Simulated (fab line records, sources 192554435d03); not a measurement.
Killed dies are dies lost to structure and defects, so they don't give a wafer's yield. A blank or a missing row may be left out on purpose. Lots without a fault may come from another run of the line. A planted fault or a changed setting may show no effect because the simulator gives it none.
Chamber matching | flow n5_finfet | N5_FIN_SAQP_ETCH_65 on rie_si-03: 4 sister chambers
The step etches SiO2 in CF4, target depth 4 nm, time 4.4 s. 14 wafers are shown with their chamber, then 7 later ones without.

WAFERS WITH THEIR CHAMBER
wafer  | chamber | drypump_motor_current_A (A) | throttle_valve_pct (%) | oes_product_au (a.u.)
L544.3 | 0       | 5.9                         | 21.60                  | 0.973
L544.5 | 1       | 6.1                         | 22.08                  | 0.995
L544.6 | 0       | 5.9                         | 21.60                  | 0.982
L547.2 | 2       | 6.1                         | 21.85                  | 0.983
L547.4 | 3       | 5.4                         | 21.80                  | 0.992
L547.5 | 0       | 5.9                         | 21.58                  | 0.996
L549.1 | 2       | 6.2                         | 21.88                  | 0.979
L549.3 | 0       | 5.9                         | 21.58                  | 0.972
L549.4 | 3       | 5.4                         | 21.80                  | 0.990
L550.1 | 2       | 6.2                         | 21.87                  | 0.994
L550.2 | 1       | 6.1                         | 22.10                  | 1.004
L550.5 | 2       | 6.2                         | 21.89                  | 1.000
L553.1 | 0       | 5.9                         | 21.58                  | 0.979
L553.2 | 2       | 6.1                         | 21.87                  | 0.983

SIGNATURES (means of the wafers above)
reading                 | chamber 0 | chamber 1 | chamber 2 | chamber 3 | scatter within a chamber
drypump_motor_current_A | 5.900     | 6.100     | 6.160     | 5.400     | 0.0346
throttle_valve_pct      | 21.5880   | 22.0900   | 21.8720   | 21.8000   | 0.0125
oes_product_au          | 0.98040   | 0.99950   | 0.98780   | 0.99100   | 0.00852
Rule: a wafer's distance from a chamber is the root of the sum, over the readings, of the square of ((its reading less the chamber's mean) divided by the reading's scatter). The wafer belongs to the nearest chamber; if the next one is less than 2 further off, it can't be placed. The scatter: the root of (the sum of the squares of (reading less its chamber's mean) over the shown wafers, divided by (wafers less chambers)).

WAFERS WITHOUT THEIR CHAMBER
wafer  | drypump_motor_current_A (A) | throttle_valve_pct (%) | oes_product_au (a.u.)
L553.4 | 6.1                         | 22.09                  | 1.007
L554.1 | 6.2                         | 21.87                  | 0.983
L554.2 | 5.4                         | 21.78                  | 0.986
L554.6 | 6.1                         | 22.10                  | 0.996
L558.1 | 6.1                         | 22.08                  | 1.005
L558.2 | 5.4                         | 21.81                  | 0.990
L558.5 | 5.9                         | 21.59                  | 0.986

WHICH CHAMBER EACH WENT THROUGH
wafer  | from the rows above | in truth
L553.4 | 1                   | 1
L554.1 | 2                   | 2
L554.2 | 3                   | 3
L554.6 | 1                   | 1
L558.1 | 1                   | 1
L558.2 | 3                   | 3
L558.5 | 0                   | 0
Placed correctly: 7 of 7. Can't be placed from these rows: 0. Placed wrongly: 0.
